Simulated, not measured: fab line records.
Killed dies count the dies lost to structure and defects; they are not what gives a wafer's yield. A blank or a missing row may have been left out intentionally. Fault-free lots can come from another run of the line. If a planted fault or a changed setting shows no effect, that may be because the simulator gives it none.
Lot-split experiment :: flow n5Finfet :: 7 lots, 21 wafers read, on a route of 1938 steps

THE SPLIT
At N5_BEOL_M5_ETCH_72 (etches underlayer in N2/H2, target depth 6.5 nm, time 5.2 s), the setting sourceW was moved away from the recipe's 840 W on 3 of the 21 wafers read, by +4.8% to +17.4%. All remaining wafers had this setting at the recipe value.

The reading is taken at the split's own step.

THE READING
rfVppV, in V, at N5_BEOL_M5_ETCH_72 (etches underlayer in N2/H2, target depth 6.5 nm, time 5.2 s). A value of 524.0 V with a standard deviation of 2.4 V is what fault-free wafers of this fab line usually give.

wafer: L074.1
tool, chamber at the split: rieDiel-02, 2
sourceW as run, W: 840
against the recipe: recipe
rfVppV, V: 525.2
against lot-mates on the recipe: -

wafer: L074.4
tool, chamber at the split: rieDiel-02, 3
sourceW as run, W: 840
against the recipe: recipe
rfVppV, V: 524.6
against lot-mates on the recipe: -

wafer: L074.5
tool, chamber at the split: rieDiel-02, 2
sourceW as run, W: 840
against the recipe: recipe
rfVppV, V: 525.5
against lot-mates on the recipe: -

wafer: L079.3
tool, chamber at the split: rieDiel-06, 3
sourceW as run, W: 840
against the recipe: recipe
rfVppV, V: 526.7
against lot-mates on the recipe: -

wafer: L079.4
tool, chamber at the split: rieDiel-06, 0
sourceW as run, W: 840
against the recipe: recipe
rfVppV, V: 521.4
against lot-mates on the recipe: -

wafer: L079.5
tool, chamber at the split: rieDiel-06, 1
sourceW as run, W: 840
against the recipe: recipe
rfVppV, V: 523.0
against lot-mates on the recipe: -

wafer: L080.1
tool, chamber at the split: rieDiel-05, 2
sourceW as run, W: 840
against the recipe: recipe
rfVppV, V: 525.8
against lot-mates on the recipe: -

wafer: L080.3
tool, chamber at the split: rieDiel-05, 1
sourceW as run, W: 840
against the recipe: recipe
rfVppV, V: 526.9
against lot-mates on the recipe: -

wafer: L080.5
tool, chamber at the split: rieDiel-05, 2
sourceW as run, W: 840
against the recipe: recipe
rfVppV, V: 524.3
against lot-mates on the recipe: -

wafer: L082.2
tool, chamber at the split: rieDiel-02, 3
sourceW as run, W: 840
against the recipe: recipe
rfVppV, V: 523.5
against lot-mates on the recipe: -

wafer: L082.4
tool, chamber at the split: rieDiel-02, 3
sourceW as run, W: 840
against the recipe: recipe
rfVppV, V: 524.8
against lot-mates on the recipe: -

wafer: L082.6
tool, chamber at the split: rieDiel-02, 1
sourceW as run, W: 840
against the recipe: recipe
rfVppV, V: 521.2
against lot-mates on the recipe: -

wafer: L083.2
tool, chamber at the split: rieDiel-05, 1
sourceW as run, W: 840
against the recipe: recipe
rfVppV, V: 528.1
against lot-mates on the recipe: -

wafer: L083.4
tool, chamber at the split: rieDiel-05, 2
sourceW as run, W: 925.5
against the recipe: +10.2%
rfVppV, V: 510.6
against lot-mates on the recipe: -15.6

wafer: L083.6
tool, chamber at the split: rieDiel-05, 0
sourceW as run, W: 840
against the recipe: recipe
rfVppV, V: 524.3
against lot-mates on the recipe: -

wafer: L088.2
tool, chamber at the split: rieDiel-02, 0
sourceW as run, W: 840
against the recipe: recipe
rfVppV, V: 522.4
against lot-mates on the recipe: -

wafer: L088.3
tool, chamber at the split: rieDiel-02, 1
sourceW as run, W: 840
against the recipe: recipe
rfVppV, V: 520.4
against lot-mates on the recipe: -

wafer: L088.4
tool, chamber at the split: rieDiel-02, 3
sourceW as run, W: 880.4
against the recipe: +4.8%
rfVppV, V: 514.1
against lot-mates on the recipe: -7.3

wafer: L095.2
tool, chamber at the split: rieDiel-06, 2
sourceW as run, W: 840
against the recipe: recipe
rfVppV, V: 525.3
against lot-mates on the recipe: -

wafer: L095.3
tool, chamber at the split: rieDiel-06, 1
sourceW as run, W: 840
against the recipe: recipe
rfVppV, V: 522.5
against lot-mates on the recipe: -

wafer: L095.6
tool, chamber at the split: rieDiel-06, 2
sourceW as run, W: 985.8
against the recipe: +17.4%
rfVppV, V: 497.7
against lot-mates on the recipe: -26.2

FIT RESULTS
A straight line over all 21 wafers: rfVppV changes by -1.51 V for each +1% of sourceW; r = -0.95; the points scatter about the line by 2.1 V.
The same after taking each lot's own level away (the mean of its wafers on the recipe; 21 wafers): -1.52 V for each +1%; r = -0.98; scatter 1.4 V.
On that fit, the largest move of sourceW shifts the reading by 26 V.
Measured against the standard deviation above, the lots' own levels, which go from 521.40 to 526.20 V, span 2.0 times it.
Consequently the slope shifts little with the lot-to-lot level, the two slopes agreeing.
Check: with one of the wafers moved furthest among these (+17.4%) left out of the fit, the line predicts -26.6 V for it against its lot-mates. It came out at -26.2 V against them.
Tool readings at the split's step, against how far the setting was moved: rfVppV r = -0.95.

OTHER SPLITS APPLIED TO THESE WAFERS
These wafers also went through other splits before the reading. Each is held against what the fit with the lots' levels taken away leaves over:
other split on the same wafers: N5_BEOL_M2_COAT_62 spinRpm
wafers away from the commonest value: 3
r with rfVppV (lot level and that fit taken away): +0.00

other split on the same wafers: N5_BEOL_M2_DESCUM_33 timeS
wafers away from the commonest value: 8
r with rfVppV (lot level and that fit taken away): +0.03

other split on the same wafers: N5_BEOL_M2_ETCH_70 sourceW
wafers away from the commonest value: 9
r with rfVppV (lot level and that fit taken away): +0.37

other split on the same wafers: N5_BEOL_M4_DEP_57 timeS
wafers away from the commonest value: 7
r with rfVppV (lot level and that fit taken away): +0.08

THE FILE'S OWN FIT
rfVppV changes by -1.52 V for each +1% of sourceW, r = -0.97.
